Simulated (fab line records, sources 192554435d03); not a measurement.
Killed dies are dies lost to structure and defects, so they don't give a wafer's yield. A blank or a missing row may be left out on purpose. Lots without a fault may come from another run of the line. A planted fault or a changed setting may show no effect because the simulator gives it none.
Chamber matching | flow n5_finfet | N5_FIN_SAQP_ETCH_65 on rie_si-05: 4 sister chambers
The step etches SiO2 in CF4, target depth 4 nm, time 4.4 s. 4 wafers are shown with their chamber, then 12 later ones without.

WAFERS WITH THEIR CHAMBER
wafer  | chamber | drypump_motor_current_A (A)
L087.2 | 3       | 5.5
L088.1 | 1       | 5.5
L088.3 | 2       | 6.5
L088.4 | 0       | 5.8

WAFERS WITHOUT THEIR CHAMBER
wafer  | drypump_motor_current_A (A)
L089.4 | 5.8
L089.5 | 5.8
L089.6 | 5.5
L092.1 | 5.8
L092.4 | 6.5
L092.5 | 5.8
L094.2 | 6.5
L094.3 | 5.8
L094.6 | 5.4
L096.3 | 5.8
L096.4 | 5.5
L096.6 | 5.5

WHICH CHAMBER EACH WENT THROUGH
wafer  | from the rows above     | in truth
L089.4 | 0                       | 0
L089.5 | 0                       | 0
L089.6 | can't be placed: 1 or 3 | 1
L092.1 | 0                       | 0
L092.4 | 2                       | 2
L092.5 | 0                       | 0
L094.2 | 2                       | 2
L094.3 | 0                       | 0
L094.6 | can't be placed: 1 or 3 | 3
L096.3 | 0                       | 0
L096.4 | can't be placed: 1 or 3 | 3
L096.6 | can't be placed: 1 or 3 | 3
Placed correctly: 8 of 12. Can't be placed from these rows: 4 (the true chamber is among the candidates in 4). Placed wrongly: 0.
How it was worked out, from the rows above alone: a wafer's distance from a chamber is the root of the sum, over the readings, of the square of ((its reading less the chamber's mean) divided by the reading's scatter). The wafer belongs to the nearest chamber; if the next one is less than 2 further off, it can't be placed. A chamber's mean is the mean of its shown wafers. The scatter: with one shown wafer a chamber, the root of the mean of the squares of how far each hidden wafer lies from its nearest shown one.
